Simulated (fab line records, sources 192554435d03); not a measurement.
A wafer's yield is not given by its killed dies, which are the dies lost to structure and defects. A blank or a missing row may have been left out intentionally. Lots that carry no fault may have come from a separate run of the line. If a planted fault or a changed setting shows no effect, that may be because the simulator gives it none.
fab line records | flow n5-finfet
[record] lots = 9 wafers = 27 last-day = 18
route steps=1938 shown BEOL_M2@923 BEOL_M3@931 BEOL_M4@1111 PASSIVATION@1936
lots that met no fault: from a run of the same line without faults
start-h: start of the lot's first displayed wafer, in hours after the record's first day | wait-h: how many hours have passed since the lot's step before this one | " as in the row above | L1.1+2: a row that stands for several wafers | - no value present, or no start provided | * or withheld: withheld | < > ~ a bound
route shown NAME@n: a module of which the file shows steps, and the number in the route of the first | usual: the fault-free wafers' mean and standard deviation | same: alike in all rows | chamber/n: place in a boat | sites: readings site by site | _std_site: the standard deviation of these | _edge_site: the outer-site mean with the inner-site mean subtracted | radius-mm: for every site, how far away it sits from the centre of the wafer | mask NAME#n: copy n | behind: tool/chamber where the wafer was last shaped | hold: what put the lot on hold/how long, in hours/how the hold closed | device: the transistor (n, p or np) that didn't switch | end of line: tests run on the same wafers once the route is complete | a step given without rows: its recipe and nothing more | killed: count of dies lost to structure and defects at first sort (not the wafer's yield) | map: per-die view of a wafer (x killed, . not killed, _ where there is no die)
set.NAME: the run value of the setting; set.NAME@STEP: its run value at that earlier step | model.NAME: the simulator's own value behind a step, which no gauge read
the route's steps for a sample of lots (tables are steps, rows are wafers)
services: a tool's chamber out of use, with start hour (start-h, from the record's first day; less than 0 if before it), hours out, and reason
[[steps]]
[step N5_BEOL_M2_CMP_52]
[recipe] stop-on = SiOC t-overpolish-s = 6.8 down-force-psi = 1 platen-rpm = 50 clearing-platen-down-force-psi = 1.5 clearing-platen-rpm = 50 post-cmp-clean = cu-alkaline target-thk-nm = 40 clearing-platen-pad-velocity-m-s = 0.99484 pad-velocity-m-s = 0.99484
[usual] barrier-field-endpoint-s = 24.4/0.68 motor-current-A = 6.2/0.71 overpolish-run-s = 6.799/0.0094 time-to-endpoint-s = 61/3.4
[same] t-overpolish-s = 6.8
// columns lot.wafer tool chamber start-h wait-h barrier-field-endpoint-s motor-current-A overpolish-run-s time-to-endpoint-s
L215.3 cmp-03 0 165.15 0.2 24.0 6.2 6.813 61
L215.5 " 0 " " 24.5 6.3 6.805 62
L215.6 " 1 " " 25.2 6.3 6.793 62
L222.1 cmp-03 3 204.91 0.3 23.9 5.8 6.796 59
L222.4 " 0 " " 23.9 6.2 6.810 58
L222.5 " 2 " " 24.0 5.6 6.804 57
L223.1 cmp-04 1 214.09 0.3 25.2 5.5 6.802 64
L223.4 " 2 " " 25.5 5.1 6.797 70
L223.3 " 3 " " 23.3 6.9 6.798 59
L225.2 cmp-03 0 214.50 0.3 24.8 6.0 6.800 60
L225.3 " 2 " " 24.2 5.3 6.810 60
L225.5 " 3 " " 24.9 6.5 6.798 61
L229.1 cmp-04 2 228.37 0.4 25.0 5.5 6.782 66
L229.6 " 3 " " 24.6 7.1 6.797 58
L229.5 " 0 " " 25.1 6.3 6.793 63
L228.3 cmp-03 0 246.37 0.2 24.8 6.5 6.796 60
L228.1 " 1 " " 24.1 6.1 6.794 61
L228.6 " 3 " " 24.4 6.5 6.804 60
L232.3 cmp-02 1 265.94 0.2 24.3 7.4 6.804 56
L232.2 " 2 " " 24.9 5.6 6.796 65
L232.1 " 3 " " 24.4 5.3 6.805 57
L236.3 cmp-02 1 272.44 0.2 24.4 7.7 6.797 63
L236.5 " 3 " " 24.9 5.5 6.792 61
L236.6 " 0 " " 24.5 6.4 6.808 60
L237.4 cmp-02 0 284.81 0.1 25.5 6.4 6.804 63
L237.1 " 1 " " 24.5 7.4 6.795 57
L237.2 " 3 " " 23.7 5.4 6.808 57
[step N5_BEOL_M3_ILD_DEP_00]
[recipe] material = SiOC target-thk-a = 790 temp-c = 350 precursor = DEMS/O2 pressure-torr = 5 rf-w = 500 time-s = 15.3
[usual] heater-power-w = 507/80 showerhead-plenum-p-Torr = 5.698/0.012 throttle-valve-pct = 12.2/0.93
// columns lot.wafer tool chamber start-h wait-h heater-power-w showerhead-plenum-p-Torr throttle-valve-pct
L215.3 pecvd-01 1 165.77 0.0 539 5.702 11.4
L215.5 " 1 " " 520 5.705 11.4
L215.6 " 0 " " 705 5.695 14.6
L222.1 pecvd-04 2 205.49 0.0 496 5.678 11.2
L222.4 " 2 " " 507 5.664 11.4
L222.5 " 1 " " 494 5.678 11.9
L223.1 pecvd-02 0 214.71 0.0 478 5.704 12.0
L223.3 " 0 " " 483 5.701 11.8
L223.4 " 1 " " 462 5.679 12.5
L225.2 pecvd-02 0 215.08 0.0 509 5.700 11.9
L225.3 " 1 " " 460 5.698 12.6
L225.5 " 1 " " 473 5.675 12.8
L229.1 pecvd-02 0 228.88 0.0 539 5.729 11.7
L229.5 " 1 " " 476 5.692 12.7
L229.6 " 0 " " 534 5.713 11.6
L228.1 pecvd-01 2 246.91 0.0 449 5.692 11.9
L228.3 " 1 " " 565 5.707 11.5
L228.6 " 0 " " 663 5.690 14.5
L232.1 pecvd-01 0 266.52 0.0 738 5.691 14.3
L232.2 " 2 " " 479 5.700 11.8
L232.3 " 1 " " 479 5.715 11.7
L236.3 pecvd-04 1 272.98 0.0 485 5.678 11.8
L236.5 " 2 " " 498 5.678 11.4
L236.6 " 0 " " 552 5.713 12.2
L237.1 pecvd-04 1 285.57 0.0 564 5.688 12.1
L237.2 " 0 " " 517 5.701 11.7
L237.4 " 1 " " 585 5.689 12.2
[step N5_BEOL_M3_EXPOSE_08]
[recipe] mask-id = M3 na = 0.33 source-shape = dipole sigma-inner = 0.369 sigma-outer = 0.767 polarization = unpolarized dose-mj = 33
[usual] exposure-dose-mJ-cm2 = 32.94/0.033
// columns lot.wafer tool chamber start-h wait-h mask exposure-dose-mJ-cm2
L215.3 euv-scanner-02 0 168.75 - M3#0 32.88
L215.5 " 0 " " M3#0 32.94
L215.6 " 0 " " M3#0 32.93
L222.1 euv-scanner-02 0 207.73 - M3#0 32.94
L222.4 " 0 " " M3#0 32.93
L222.5 " 0 " " M3#0 32.93
L223.1 euv-scanner-01 0 216.86 - M3#0 32.99
L223.3 " 0 " " M3#0 33.00
L223.4 " 0 " " M3#0 33.04
L225.2 euv-scanner-01 0 216.91 - M3#0 32.96
L225.3 " 0 " " M3#0 32.94
L225.5 " 0 " " M3#0 32.94
L229.1 euv-scanner-01 0 229.68 - M3#0 32.90
L229.5 " 0 " " M3#0 32.94
L229.6 " 0 " " M3#0 32.95
L228.1 euv-scanner-01 0 247.38 - M3#0 33.00
L228.3 " 0 " " M3#0 32.95
L228.6 " 0 " " M3#0 32.94
L232.1 euv-scanner-01 0 268.57 - M3#0 35.79
L232.2 " 0 " " M3#0 35.76
L232.3 " 0 " " M3#0 35.84
L236.3 euv-scanner-02 0 276.02 - M3#0 32.85
L236.5 " 0 " " M3#0 32.90
L236.6 " 0 " " M3#0 32.93
L237.1 euv-scanner-01 0 288.02 - M3#0 35.19
L237.2 " 0 " " M3#0 35.19
L237.4 " 0 " " M3#0 35.16
[step N5_BEOL_M3_CD_MEAS_11]
[recipe] target-cd-nm = 17.05 landing-energy-ev = 500 detector = se-inlens polarity = opening
[usual] cd-nm = 17.14/0.21
// columns lot.wafer tool chamber start-h wait-h cd-nm
L215.3 cd-sem-02 0 168.86 - 17.04
L215.5 " 0 " " 16.92
L215.6 " 0 " " 16.95
L222.1 cd-sem-03 0 207.86 - 17.08
L222.4 " 0 " " 17.17
L222.5 " 0 " " 17.15
L223.1 cd-sem-01 0 216.99 - 17.01
L223.3 " 0 " " 17.32
L223.4 " 0 " " 17.34
L225.2 cd-sem-02 0 217.03 - 17.00
L225.3 " 0 " " 16.65
L225.5 " 0 " " 16.99
L229.1 cd-sem-02 0 229.81 - 17.20
L229.5 " 0 " " 17.57
L229.6 " 0 " " 17.04
L228.1 cd-sem-01 0 247.50 - 17.27
L228.3 " 0 " " 17.36
L228.6 " 0 " " 17.21
L232.1 cd-sem-01 0 268.70 - 19.46
L232.2 " 0 " " 18.81
L232.3 " 0 " " 19.09
L236.3 cd-sem-01 0 276.13 - 16.78
L236.5 " 0 " " 16.99
L236.6 " 0 " " 17.24
L237.1 cd-sem-03 0 288.15 - 18.18
L237.2 " 0 " " 18.31
L237.4 " 0 " " 18.53
[step N5_BEOL_M3_DESCUM_16]
[recipe] chemistry = O2 time-s = 7 source-power-w = 50 bias-power-w = 20 pressure-mtorr = 20 rf-frequency-hz = 2.712e+07 temp-c = 40 resist = CAR-EUV o2-flow-sccm = 225
[usual] drypump-motor-current-A = 5.6/0.52 oes-product-au = 0.81/0.081 rf-vpp-V = 243.5/1.5 showerhead-plenum-p-Torr = 2.11/0.087 throttle-valve-pct = 20.53/0.21
// columns lot.wafer tool chamber start-h wait-h drypump-motor-current-A oes-product-au rf-hours-counter-h rf-vpp-V showerhead-plenum-p-Torr throttle-valve-pct
L215.3 rie-diel-04 1 168.99 0.0 5.1 0.71 220 242.7 2.05 20.42
L215.5 " 3 " " 6.2 0.79 - 242.7 2.04 20.83
L215.6 " 0 " " 4.8 0.98 - 245.7 2.24 20.21
L222.1 rie-diel-04 2 208.23 0.3 6.1 0.84 45 246.3 2.20 20.52
L222.4 " 1 " " 5.1 0.69 231 241.9 2.05 20.44
L222.5 " 0 " " 4.8 0.91 - 247.4 2.24 20.27
L223.1 rie-diel-02 1 218.08 1.0 5.1 0.91 22 242.5 2.04 20.42
L223.3 " 2 " " 5.9 0.86 44 243.7 2.22 20.35
L223.4 " 3 " " 5.7 0.91 33 242.3 2.04 20.43
L225.2 rie-diel-04 2 218.10 1.0 6.1 0.84 50 246.3 2.20 20.54
L225.3 " 3 " " 6.2 0.78 132 241.1 2.03 20.86
L225.5 " 3 " " 6.2 0.78 - 241.6 2.03 20.87
L229.1 rie-diel-04 1 230.05 0.2 5.1 0.70 240 242.9 2.05 20.43
L229.5 " 0 " " 4.8 0.88 - 243.8 2.23 20.25
L229.6 " 3 " " 6.2 0.78 - 242.6 2.03 20.87
L228.1 rie-diel-04 2 247.63 0.0 6.1 0.82 59 244.5 2.19 20.56
L228.3 " 1 " " 5.2 0.69 246 242.2 2.04 20.46
L228.6 " 2 " " 6.1 0.83 - 245.5 2.19 20.55
L232.1 rie-diel-04 3 268.82 0.0 6.2 0.77 147 241.7 2.02 20.89
L232.2 " 0 " " 4.8 0.87 33 245.6 2.23 20.28
L232.3 " 2 " " 6.1 0.83 65 244.4 2.19 20.57
L236.3 rie-diel-02 0 276.25 0.0 5.7 0.69 220 242.7 2.08 20.76
L236.5 " 0 " " 5.7 0.70 - 242.2 2.08 20.78
L236.6 " 3 " " 5.7 0.89 - 242.9 2.04 20.46
L237.1 rie-diel-04 0 288.27 0.0 4.8 0.86 41 246.0 2.22 20.31
L237.2 " 1 " " 5.1 1.02 1 243.0 2.04 20.15
L237.4 " 3 " " 6.2 0.76 155 242.4 2.02 20.90
[step N5_BEOL_M3_CD_MEAS_18]
[recipe] pitch-nm = 36 target-cd-nm = 18
[usual] cd-nm = 18.1/0.35
// columns lot.wafer tool chamber start-h wait-h cd-nm
L215.3 cd-sem-03 - 169.51 0.1 17.6
L215.5 " - " " 18.2
L215.6 " - " " 18.2
L222.1 cd-sem-01 - 208.90 0.0 18.4
L222.4 " - " " 17.9
L222.5 " - " " 18.1
L225.2 cd-sem-02 - 218.55 0.1 18.3
L225.3 " - " " 17.9
L225.5 " - " " 18.1
L223.1 cd-sem-03 - 218.60 0.0 17.6
L223.3 " - " " 17.6
L223.4 " - " " 18.0
L229.1 cd-sem-01 - 230.79 0.0 17.1
L229.5 " - " " 17.5
L229.6 " - " " 18.1
L228.1 cd-sem-01 - 248.06 0.0 18.4
L228.3 " - " " 18.2
L228.6 " - " " 18.1
L232.1 cd-sem-03 - 269.34 0.0 19.5
L232.2 " - " " 19.7
L232.3 " - " " 20.2
L236.3 cd-sem-02 - 276.68 0.1 18.0
L236.5 " - " " 18.0
L236.6 " - " " 17.6
L237.1 cd-sem-03 - 288.70 0.0 19.4
L237.2 " - " " 19.7
L237.4 " - " " 19.6
[step N5_BEOL_M4_RC_MEAS_101]
[usual] DIBL_N = 36.4/1.6 DIBL_P = 36.2/1.8 IOFF_N = 0.159/0.029 IOFF_P = 0.21/0.034 ION_N = 670/12 ION_P = 459/8.2 SS_N = 71.5/0.59 SS_P = 73.2/0.54 VT_N = 250/3.3 VT_P = -250/3.7
// columns lot.wafer tool chamber start-h wait-h DIBL_N[mV/V] DIBL_P[mV/V] IOFF_N[nA/um] IOFF_P[nA/um] ION_N[uA/um] ION_P[uA/um] SS_N[mV/dec] SS_P[mV/dec] VT_N[mV] VT_P[mV]
L215.3 prober-02 0 188.80 0.3 35.8 37.4 0.150 0.20 673 460 71.2 73.4 248 -251
L215.5 " 0 " " 36.6 37.3 0.153 0.20 659 447 71.3 73.6 251 -252
L215.6 " 0 " " 36.6 37.5 0.164 0.21 671 459 71.5 73.1 251 -254
L222.1 prober-01 0 243.95 0.0 35.2 33.9 0.121 0.16 656 441 71.2 73.0 254 -259
L222.4 " 0 " " 35.8 34.4 0.130 0.16 657 441 71.6 72.5 257 -258
L222.5 " 0 " " 37.1 36.6 0.148 0.19 664 452 71.6 73.4 252 -256
L225.2 prober-02 0 251.78 0.2 37.8 38.0 0.182 0.23 673 463 71.8 73.8 250 -252
L225.3 " 0 " " 37.7 36.4 0.181 0.19 684 456 72.6 73.7 249 -254
L225.5 " 0 " " 35.8 34.1 0.142 0.16 659 445 71.4 72.9 253 -255
L223.1 prober-01 0 256.60 0.0 35.4 35.6 0.146 0.17 671 458 71.8 72.9 250 -255
L223.3 " 0 " " 34.2 34.4 0.130 0.15 657 442 72.3 72.1 255 -256
L223.4 " 0 " " 36.1 38.2 0.167 0.20 672 455 72.0 73.4 249 -251
L229.1 prober-02 0 258.39 0.0 35.5 35.8 0.130 0.20 656 452 71.0 73.0 253 -251
L229.5 " 0 " " 35.2 35.1 0.126 0.18 668 461 70.8 72.8 254 -252
L229.6 " 0 " " 36.1 32.9 0.127 0.15 643 445 72.0 72.8 256 -255
L228.1 prober-02 0 278.25 0.0 39.6 38.4 0.228 0.24 701 467 72.1 73.0 246 -248
L228.3 " 0 " " 37.1 35.3 0.165 0.20 671 455 71.9 73.3 248 -252
L228.6 " 0 " " 38.9 36.7 0.199 0.22 681 456 71.9 73.1 248 -251
L236.3 prober-02 0 311.25 0.3 35.5 34.9 0.113 0.14 649 443 71.2 72.3 257 -262
L236.5 " 0 " " 38.6 39.7 0.190 0.20 673 453 72.2 73.7 250 -253
L236.6 " 0 " " 36.9 37.1 0.152 0.16 675 455 71.9 72.9 251 -258
[step N5_PASSIVATION_PROBE_49]
[usual] defect-limited-yield = 91.1/1.5 killed_at_M0_to_M3 = 33/9.9 killed_at_M4_up = 14/5.2 killed-at-contacts = 12/6.7 killed-at-front-end = 43/13 killed-at-other = 3.4/2.7 killed-dies = 105/17 killed-on-rim = 14/4.2 killed-open = 69/13 killed-short = 33/7.5 sort_bin_5_function = 5.2/0.91 sort_bin_6_memory = 3.3/0.71 sort_bin_8_speed = 0.00/0.032 sort-n-pass = 1075/17 sort-yield-pct = 91.1/1.5
[same] gross-dies = 1180 killed-at-back-side = 0 sort_bin_4_leakage[%] = 0
// columns lot.wafer tool chamber start-h wait-h defect-limited-yield[%] killed_at_M0_to_M3 killed_at_M4_up killed-at-contacts killed-at-front-end killed-at-other killed-dies killed-on-rim killed-open killed-short sort_bin_5_function[%] sort_bin_6_memory[%] sort_bin_8_speed[%] sort-n-pass sort-yield-pct[%]
L222.1 prober-01 - 342.58 0.0 89.2 53 19 14 39 2 127 19 80 44 5.8 4.6 0 1053 89.2
L222.4 prober-01 - 342.73 0.2 92.3 34 12 12 33 0 91 8 67 24 4.9 2.6 0 1089 92.3
L222.5 prober-01 - 342.78 0.2 91.1 33 18 5 48 1 105 21 64 32 4.7 3.1 0 1075 91.1
L225.2 prober-01 - 356.44 0.1 91.4 33 11 20 37 1 102 9 70 32 5.3 3.2 0 1078 91.4
L225.3 prober-01 - 356.49 0.1 90.8 34 12 19 39 4 108 18 71 35 5.8 3.1 0 1072 90.8
L225.5 prober-01 - 356.59 0.2 88.1 41 12 31 52 5 141 25 91 50 7.0 4.3 0 1039 88.1
L228.1 prober-01 - 373.28 0.0 91.8 14 7 8 68 0 97 8 62 34 5.3 2.6 0 1083 91.8
L228.3 prober-01 - 373.38 0.1 89.1 31 19 15 63 1 129 16 81 48 5.7 4.8 0 1051 89.1
L228.6 prober-01 - 373.53 0.3 89.2 27 18 5 72 5 127 16 80 47 5.9 4.4 0 1053 89.2
L232.1 prober-02 - 397.43 0.0 0 1107 14 6 50 3 1180 152 79 39 16.4 3.6 0 0 0
L232.2 prober-02 - 397.48 0.1 0 1075 12 12 78 3 1180 152 91 48 13.6 5.2 0 0 0
L232.3 prober-02 - 397.53 0.1 0 1079 12 18 70 1 1180 152 85 41 16.8 4.1 0 0 0
L237.1 prober-01 - 432.35 0.0 0.3 1114 8 12 41 2 1177 151 65 35 70.1 7.2 0 3 0.3
L237.2 prober-01 - 432.40 0.1 0.5 1106 15 8 39 6 1174 152 71 34 74.1 5.4 0 6 0.5
L237.4 prober-01 - 432.50 0.2 0.3 1120 4 11 40 1 1176 151 58 32 72.4 5.1 0 4 0.3
// killed by level:class
L222.1 BEOL_M1:geometric-particle:open=12 MOL_CONTACT_COAG:geometric-particle:open=12 BEOL_M0_SAQP:geometric-particle:short=12 BEOL_M2:geometric-particle:open=11 FIN_SAQP:geometric-particle:short=8 FIN_SAQP:geometric-particle:open=7 BEOL_M3:geometric-particle:open=7 STI_FIN_REVEAL:geometric-particle:open=6
L222.4 BEOL_M3:geometric-particle:open=17 MOL_CONTACT_COAG:geometric-particle:open=11 FIN_SAQP:geometric-particle:open=7 STI_FIN_REVEAL:geometric-particle:open=6 BEOL_M0_SAQP:geometric-particle:short=5 ILD0:geometric-particle:open=4 GATE_CUT:geometric-particle:open=4 BEOL_M2:geometric-particle:open=4
L222.5 HKMG_FIN:area-etch=9 STI_FIN_REVEAL:geometric-particle:open=8 FIN_SAQP:geometric-particle:open=7 BEOL_M0_SAQP:geometric-particle:short=6 DUMMY_GATE:geometric-particle:open=5 BEOL_M4:geometric-particle:short=5 BEOL_M0_SAQP:geometric-particle:open=5 BEOL_M1:geometric-particle:open=5
L225.2 MOL_CONTACT_COAG:geometric-particle:open=15 FIN_SAQP:geometric-particle:open=14 BEOL_M3:geometric-particle:open=9 BEOL_M1:geometric-particle:open=8 FIN_SAQP:geometric-particle:short=6 BEOL_M0_SAQP:geometric-particle:short=6 BEOL_M4:geometric-particle:open=6 MOL_CONTACT_COAG:geometric-particle:short=5
L225.3 STI_FIN_REVEAL:geometric-particle:open=13 MOL_CONTACT_COAG:geometric-particle:open=12 BEOL_M3:geometric-particle:open=9 MOL_CONTACT_COAG:geometric-particle:short=7 BEOL_M0_SAQP:geometric-particle:open=6 GATE_CUT:geometric-particle:open=5 BEOL_M0_SAQP:geometric-particle:short=5 BEOL_M5:geometric-particle:open=5
L225.5 MOL_CONTACT_COAG:geometric-particle:open=26 STI_FIN_REVEAL:geometric-particle:open=21 BEOL_M0_SAQP:geometric-particle:open=10 BEOL_M0_SAQP:geometric-particle:short=9 FIN_SAQP:geometric-particle:short=7 BEOL_M3:geometric-particle:open=7 FIN_SAQP:geometric-particle:open=5 STI_FIN_REVEAL:geometric-particle:short=5
L228.1 STI_FIN_REVEAL:geometric-particle:open=21 FIN_SAQP:geometric-particle:open=12 FIN_SAQP:geometric-particle:short=12 MOL_CONTACT_COAG:geometric-particle:open=7 STI_FIN_REVEAL:geometric-particle:short=4 DUMMY_GATE:geometric-particle:short=4 DUMMY_GATE:geometric-particle:open=4 STARTING-WAFER:geometric-particle:open=4
L228.3 FIN_SAQP:geometric-particle:short=17 FIN_SAQP:geometric-particle:open=16 BEOL_M4:geometric-particle:open=11 STI_FIN_REVEAL:geometric-particle:open=10 MOL_CONTACT_COAG:geometric-particle:open=10 BEOL_M0_SAQP:geometric-particle:short=8 BEOL_M3:geometric-particle:open=7 GATE_CUT:geometric-particle:short=6
L228.6 FIN_SAQP:geometric-particle:open=19 FIN_SAQP:geometric-particle:short=15 STI_FIN_REVEAL:geometric-particle:open=13 BEOL_M2:geometric-particle:open=7 GATE_CUT:geometric-particle:short=6 DUMMY_GATE:geometric-particle:open=5 MOL_CONTACT_COAG:geometric-particle:open=5 BEOL_M3:geometric-particle:open=5
L232.1 BEOL_M3:area-expose=1060 BEOL_M3:geometric-particle:open=19 FIN_SAQP:geometric-particle:open=16 FIN_SAQP:geometric-particle:short=11 BEOL_M0_SAQP:geometric-particle:short=8 MOL_CONTACT_COAG:geometric-particle:open=6 BEOL_M0_SAQP:geometric-particle:open=6 STI_FIN_REVEAL:geometric-particle:open=5
L232.2 BEOL_M3:area-expose=1037 FIN_SAQP:geometric-particle:open=22 FIN_SAQP:geometric-particle:short=18 STI_FIN_REVEAL:geometric-particle:open=12 BEOL_M0_SAQP:geometric-particle:open=8 BEOL_M3:geometric-particle:open=8 MOL_CONTACT_COAG:geometric-particle:open=7 BEOL_M0_SAQP:geometric-particle:short=6
L232.3 BEOL_M3:area-expose=1052 FIN_SAQP:geometric-particle:open=27 FIN_SAQP:geometric-particle:short=13 STI_FIN_REVEAL:geometric-particle:open=10 MOL_CONTACT_COAG:geometric-particle:open=10 BEOL_M0_SAQP:geometric-particle:short=9 MOL_CONTACT_COAG:geometric-particle:short=7 GATE_CUT:geometric-particle:short=4
L237.1 BEOL_M3:area-expose=1074 MOL_CONTACT_COAG:geometric-particle:open=9 FIN_SAQP:geometric-particle:short=8 BEOL_M0_SAQP:geometric-particle:open=7 STI_FIN_REVEAL:geometric-particle:open=6 BEOL_M1:geometric-particle:open=6 BEOL_M2:geometric-particle:open=6 BEOL_M3:geometric-particle:open=6
L237.2 BEOL_M3:area-expose=1069 FIN_SAQP:geometric-particle:short=7 FIN_SAQP:geometric-particle:open=7 BEOL_M0_SAQP:geometric-particle:short=7 BEOL_M1:geometric-particle:open=7 BEOL_M3:geometric-particle:open=7 BEOL_M0_SAQP:geometric-particle:open=6 BEOL_M8:geometric-particle:open=6
L237.4 BEOL_M3:area-expose=1086 MOL_CONTACT_COAG:geometric-particle:open=11 BEOL_M0_SAQP:geometric-particle:open=10 BEOL_M0_SAQP:geometric-particle:short=9 DUMMY_GATE:geometric-particle:open=7 STI_FIN_REVEAL:geometric-particle:open=5 GATE_CUT:geometric-particle:short=4 GATE_CUT:geometric-particle:open=4
[[services]]
// columns tool chamber start-h hours kind
cmp-03 - 144.78 18.1 pm
pecvd-01 - 145.35 0.5 repair
rie-diel-02 2 146.85 7.3 repair
pecvd-02 - 149.95 0.2 repair
pecvd-01 - 157.26 0.6 repair
pecvd-02 - 163.60 0.6 repair
cmp-03 - 166.26 1.2 repair
cmp-03 - 171.73 1.7 repair
pecvd-02 - 181.91 2.8 pm
cmp-03 - 183.05 3.6 repair
euv-scanner-02 - 186.36 0.5 repair
euv-scanner-02 - 193.91 1.0 pm
euv-scanner-02 - 212.56 4.6 pm
cmp-02 - 212.68 4.0 pm
euv-scanner-01 - 212.76 1.0 pm
euv-scanner-01 - 217.13 5.8 pm
euv-scanner-02 - 232.26 14.8 repair
euv-scanner-02 - 247.09 1.0 pm
euv-scanner-01 - 248.10 4.6 pm
pecvd-01 - 256.66 1.3 repair
cmp-03 - 263.43 1.4 repair
euv-scanner-01 - 277.45 1.0 pm
euv-scanner-02 - 284.94 12.0 pm
cmp-03 - 286.11 1.6 repair
[[key]]
[first-sign] step = N5_BEOL_M3_EXPOSE_08 reading = exposure-dose-mJ-cm2 direction = up sigmas = 77 usual = 32.94 struck = 35.49
[effect] step = N5_BEOL_M3_CD_MEAS_11 reading = cd-nm direction = up sigmas = 7.5 usual = 17.14 struck = 18.73 through = control-loop
[effect] step = N5_BEOL_M3_CD_MEAS_18 reading = cd-nm direction = up sigmas = 4.5 usual = 18.1 struck = 19.7 through = control-loop
[effect] step = N5_PASSIVATION_PROBE_49 reading = killed_at_M0_to_M3 direction = up sigmas = 99+ usual = 33 struck = 1100
[more-kills-born-at] N5_BEOL_M3_EXPOSE_08@euv-scanner-01 = 6378
met-at N5_BEOL_M3_EXPOSE_08
struck-lots L232,L237
later-rows-left-out L232.1,L232.2,L232.3,L237.1,L237.2,L237.4
[loop-trim] step = N5_BEOL_M3_EXPOSE_08 setting = dose lots = L237
not-acting-at N5_BEOL_M2_CMP_52,N5_BEOL_M3_ILD_DEP_00,N5_BEOL_M3_DESCUM_16
onset-between 247.38 268.57
[earlier-fault] kind = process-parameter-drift tool = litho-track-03 chamber = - onset-h = 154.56 steps = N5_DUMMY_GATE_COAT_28 channel = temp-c offset = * shape = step acts-in = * stated = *
[fault] kind = process-parameter-drift tool = euv-scanner-01 chamber = - onset-h = 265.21 steps = N5_BEOL_M3_EXPOSE_08 channel = dose-mj offset = 2.8447 shape = step acts-in = these-recipes-only stated = 33
// later-rows-left-out: the simulator's readings of these wafers behind a module that went badly wrong aren't trusted and aren't shown, but for the sort
// loop-trim: a control loop set the setting to another value than it would have without faults
